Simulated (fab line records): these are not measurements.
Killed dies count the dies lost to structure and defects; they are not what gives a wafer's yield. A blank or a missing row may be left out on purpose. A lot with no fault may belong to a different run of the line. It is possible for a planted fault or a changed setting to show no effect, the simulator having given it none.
Matching of chambers | flow n5 finfet | N5_BEOL_M2_DESCUM_33 on rie diel-01: 4 sister chambers
The step chemistry O2, time 7 s. 8 wafers are shown with their chamber, then 11 later ones without.

## EACH WAFER AND ITS CHAMBER
wafer  | chamber | drypump motor current A (A) | showerhead plenum p Torr (Torr)
L082.2 | 2       | 6.3                         | 2.04
L088.6 | 1       | 4.8                         | 2.15
L090.5 | 0       | 4.9                         | 2.04
L090.6 | 1       | 4.7                         | 2.15
L093.3 | 2       | 6.3                         | 2.03
L093.5 | 3       | 4.9                         | 2.07
L093.6 | 0       | 4.9                         | 2.04
L094.1 | 3       | 4.9                         | 2.07

## WAFERS WHOSE CHAMBER IS MISSING
wafer  | drypump motor current A (A) | showerhead plenum p Torr (Torr)
L094.3 | 6.3                         | 2.03
L094.5 | 4.9                         | 2.07
L096.3 | 4.8                         | 2.06
L096.5 | 4.7                         | 2.14
L096.6 | 6.3                         | 2.03
L095.3 | 4.9                         | 2.04
L095.4 | 4.9                         | 2.06
L095.5 | 4.9                         | 2.04
L097.1 | 4.9                         | 2.06
L097.2 | 4.7                         | 2.14
L097.6 | 4.7                         | 2.14

## WHICH CHAMBER EACH ONE RAN IN
wafer  | from the rows above | in truth
L094.3 | 2                   | 2
L094.5 | 3                   | 3
L096.3 | 3                   | 3
L096.5 | 1                   | 1
L096.6 | 2                   | 2
L095.3 | 0                   | 0
L095.4 | 3                   | 3
L095.5 | 0                   | 0
L097.1 | 3                   | 3
L097.2 | 1                   | 1
L097.6 | 1                   | 1
Correct placement for 11 of the 11. Not placeable from these rows: 0. Placed wrongly: 0.
How it was worked out, from the rows above alone: a wafer's distance from a chamber is the root of the sum, over the readings, of the square of ((its reading less the chamber's mean) divided by the reading's scatter). If the next closest chamber is less than 2 further off than the closest, the wafer can't be placed; otherwise it belongs to the closest. The mean given for a chamber averages the wafers shown for that chamber. The scatter is the square root of a quotient: the sum, over the shown wafers, of each reading's squared deviation from its chamber's mean, divided by wafers minus chambers.
